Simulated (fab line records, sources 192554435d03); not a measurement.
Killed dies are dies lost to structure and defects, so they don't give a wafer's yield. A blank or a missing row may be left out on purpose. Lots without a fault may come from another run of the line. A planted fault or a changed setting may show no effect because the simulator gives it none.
Split-lot experiment | flow n5_finfet | 7 lots, 21 wafers read, on a route of 1938 steps

THE SPLIT
At N5_FIN_SAQP_ETCH_65 (etches SiO2 in CF4, target depth 4 nm, time 4.4 s), the setting time_s was moved away from the recipe's 4.4 s on 6 of the 21 wafers read, by -19.5% to +6.4%. The other wafers ran this setting at the recipe's value.

The reading is taken at the split's own step.

THE READING
etch.depth_nm (the simulator's own value, which no gauge read), in nm, at N5_FIN_SAQP_ETCH_65 (etches SiO2 in CF4, target depth 4 nm, time 4.4 s). The file gives no usual value for it. The 15 wafers here that ran the recipe average 3.996 nm, standard deviation 0.05 nm.

wafer  | tool, chamber at the split | time_s as run, s | against the recipe | etch.depth_nm, nm | against lot-mates on the recipe
L078.1 | rie_si-04, 1               | 4.4              | recipe             | 3.984             | -
L078.3 | rie_si-04, 3               | 4.4              | recipe             | 4.091             | -
L078.6 | rie_si-04, 2               | 4.4              | recipe             | 4.06              | -
L079.1 | rie_si-06, 0               | 4.4              | recipe             | 3.992             | -
L079.3 | rie_si-06, 1               | 4.4              | recipe             | 3.963             | -
L079.6 | rie_si-06, 2               | 4.4              | recipe             | 4.08              | -
L081.3 | rie_si-05, 0               | 4.4              | recipe             | 3.981             | -
L081.5 | rie_si-05, 3               | 4.4              | recipe             | 3.953             | -
L081.6 | rie_si-05, 0               | 4.682            | +6.4%              | 4.28              | +0.313
L088.1 | rie_si-06, 0               | 4.4              | recipe             | 3.939             | -
L088.3 | rie_si-06, 2               | 4.4              | recipe             | 4.052             | -
L088.4 | rie_si-06, 3               | 4.4              | recipe             | 4.001             | -
L090.2 | rie_si-04, 1               | 3.786            | -14.0%             | 3.459             | -0.505
L090.4 | rie_si-04, 0               | 4.4              | recipe             | 3.964             | -
L090.5 | rie_si-04, 1               | 3.786            | -14.0%             | 3.442             | -0.522
L092.1 | rie_si-04, 3               | 4.4              | recipe             | 3.989             | -
L092.3 | rie_si-04, 0               | 4.4              | recipe             | 3.921             | -
L092.5 | rie_si-04, 1               | 4.649            | +5.7%              | 4.151             | +0.196
L095.1 | rie_si-06, 0               | 4.4              | recipe             | 3.974             | -
L095.3 | rie_si-06, 1               | 3.543            | -19.5%             | 3.228             | -0.746
L095.6 | rie_si-06, 2               | 3.543            | -19.5%             | 3.284             | -0.690

THE FIT
A straight line over all 21 wafers: etch.depth_nm changes by +0.0382 nm for each +1% of time_s; r = +0.99; the points scatter about the line by 0.048 nm.
The same after taking each lot's own level away (the mean of its wafers on the recipe; 21 wafers): +0.0374 nm for each +1%; r = +0.99; scatter 0.04 nm.
On that fit, the largest move of time_s shifts the reading by 0.73 nm.
The lots' own levels span 3.9550 to 4.0450 nm, that is 1.8 times the standard deviation above.
So the lot-to-lot level changes the slope little: the two slopes agree.
Check: with one of the wafers moved furthest among these (-19.5%) left out of the fit, the line predicts -0.714 nm for it against its lot-mates. It came out at -0.746 nm against them.

OTHER SPLITS ON THESE WAFERS
These wafers also went through other splits before the reading. Each is held against what the fit with the lots' levels taken away leaves over:
other split on the same wafers        | wafers away from the commonest value | r with etch.depth_nm (lot level and that fit taken away)
N5_ZERO_LAYER_PECVD_02 time_s         | 6                                    | -0.34
N5_ZERO_LAYER_EXPOSE_08 dose_mj       | 6                                    | +0.34
N5_WELL_APT_PEB_06 peb_temp_c         | 8                                    | +0.10
N5_WELL_APT_DEVELOP_07 develop_time_s | 6                                    | +0.17

THE FILE'S OWN FIT
etch.depth_nm changes by +0.0375 nm for each +1% of time_s, r = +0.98.
